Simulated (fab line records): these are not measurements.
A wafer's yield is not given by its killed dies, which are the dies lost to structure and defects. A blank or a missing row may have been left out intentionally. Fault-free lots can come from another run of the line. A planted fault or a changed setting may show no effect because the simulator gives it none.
A lot that was struck, set against a sound lot	flow nand_harc	14 out of 1159 route steps
Sound: wafers L423.1, L423.2, L423.3. Wafers struck: L426.2, L426.3, L426.6. The cause is named last.
For every step that has rows: the tool of each side, followed by ch and its chambers, followed by its first start. Under that, the readings that differ: sound wafers	struck wafers	difference of the means	sigmas: that difference in standard deviations of wafers without a fault.
alike: readings with means less than 2 such deviations apart, plus words and numbers identical on both sides. not compared: withheld readings, readings lacking a value on some wafer, bounds such as >300 that could conceal the same value, and numbers that have no deviation in the record and whose values overlap.
A row with sigmas, a row that says differs or no value, or rows on one side alone: a step with any of these is where the two part. Numbers that don't overlap but have no deviation are shown without sigmas and don't part them. A reading that every wafer of one side lacks parts them only if that side has two wafers or more.

first, 5 steps without rows for these wafers: NHARC_A_STAIRCASE_EXPOSE_181 (exposes mask STAIR 2); NHARC_A_STAIRCASE_PEB_182 (peb time 130 s); NHARC_A_STAIRCASE_DEVELOP_183 (time 140 s); NHARC_A_STAIRCASE_HARDBAKE_185 (time 140 s); NHARC_A_STAIRCASE_DESCUM_186 (chemistry O2, time 3 s).
NHARC_A_STAIRCASE_TRIM_187: chemistry O2, time 211.2 s.
  sound on rie_diel-04 ch 0,1,2, day 13 16:22; struck on rie_diel-04 ch 0,1,3, day 14 05:10
  alike: chamber_pressure_mTorr, drypump_motor_current_A, oes_product_au, rf_vpp_V, showerhead_plenum_p_Torr, throttle_valve_pct
  not compared: rf_hours_counter_h
then, 1 step without rows for these wafers: NHARC_A_STAIRCASE_ETCH_188 (etches the open film in C4F8/O2, target depth 100 nm, time 40.5 s).
NHARC_A_STAIRCASE_TRIM_189: chemistry O2, time 211.2 s.
  sound on rie_diel-04 ch 0,1,3; struck on rie_diel-04 ch 2,3
  alike: chamber_pressure_mTorr, drypump_motor_current_A, oes_product_au, rf_vpp_V, showerhead_plenum_p_Torr, throttle_valve_pct
  not compared: rf_hours_counter_h
NHARC_A_STAIRCASE_ETCH_190: etches the open film in C4F8/O2, target depth 100 nm, time 40.5 s.
  sound on rie_diel-04 ch 0,1,3; struck on rie_diel-04 ch 0,1
  alike: oes_product_au, rf_vpp_V
  not compared: rf_hours_counter_h
then, 1 step without rows for these wafers: NHARC_A_STAIRCASE_TRIM_191 (chemistry O2, time 211.2 s).
NHARC_A_STAIRCASE_ETCH_192: etches the open film in C4F8/O2, target depth 100 nm, time 40.5 s.
  sound on rie_diel-04 ch 0,1,2; struck on rie_diel-04 ch 0,2,3
  alike: oes_product_au, rf_vpp_V
  not compared: rf_hours_counter_h
NHARC_A_STAIRCASE_TRIM_193: chemistry O2, time 211.2 s.
  sound on rie_diel-04 ch 0,1,3, day 13 17:04; struck on rie_diel-04 ch 1,2, day 14 07:14
  no value came back on the struck wafers for any of 8 readings (bias_w (W), chamber_pressure_mTorr (mTorr) and others); on the sound wafers bias_w (W) reads 0 0 0
NHARC_A_STAIRCASE_ETCH_194: etches the open film in C4F8/O2, target depth 100 nm, time 40.5 s.
  sound on rie_diel-04 ch 0,2,3; struck on rie_diel-04 ch 1,2,3
  alike: oes_product_au, rf_vpp_V
  not compared: rf_hours_counter_h
-- jump in the record: it breaks off in module A_STAIRCASE and resumes in module END (first step shown: number 1159 of the route), and 8 days separate the struck wafers' starts before and after --
NHARC_END_SORT_01:
  sound on prober-01 ch 0, day 21 17:13; struck on prober-01 ch 0, day 22 04:32
reading	sound	struck	difference	sigmas
hold	- - -	await_dispo/2.8h/scrap await_dispo/2.8h/scrap await_dispo/2.8h/scrap	no value on the sound wafers	
killed_at_array	27 29 35	670 670 673	+641	+53
killed_dies	33 37 45	677 677 677	+639	+58
  alike: killed_at_other, killed_at_periphery, killed_open, killed_short

== WHERE THEY PART ==
First at NHARC_A_STAIRCASE_TRIM_193; last, within this record, at NHARC_END_SORT_01.

WHY: what had been put in by the simulator
Beginning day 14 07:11, the whole step at NHARC_A_STAIRCASE_TRIM_193 was skipped on rie_diel-04. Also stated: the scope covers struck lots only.
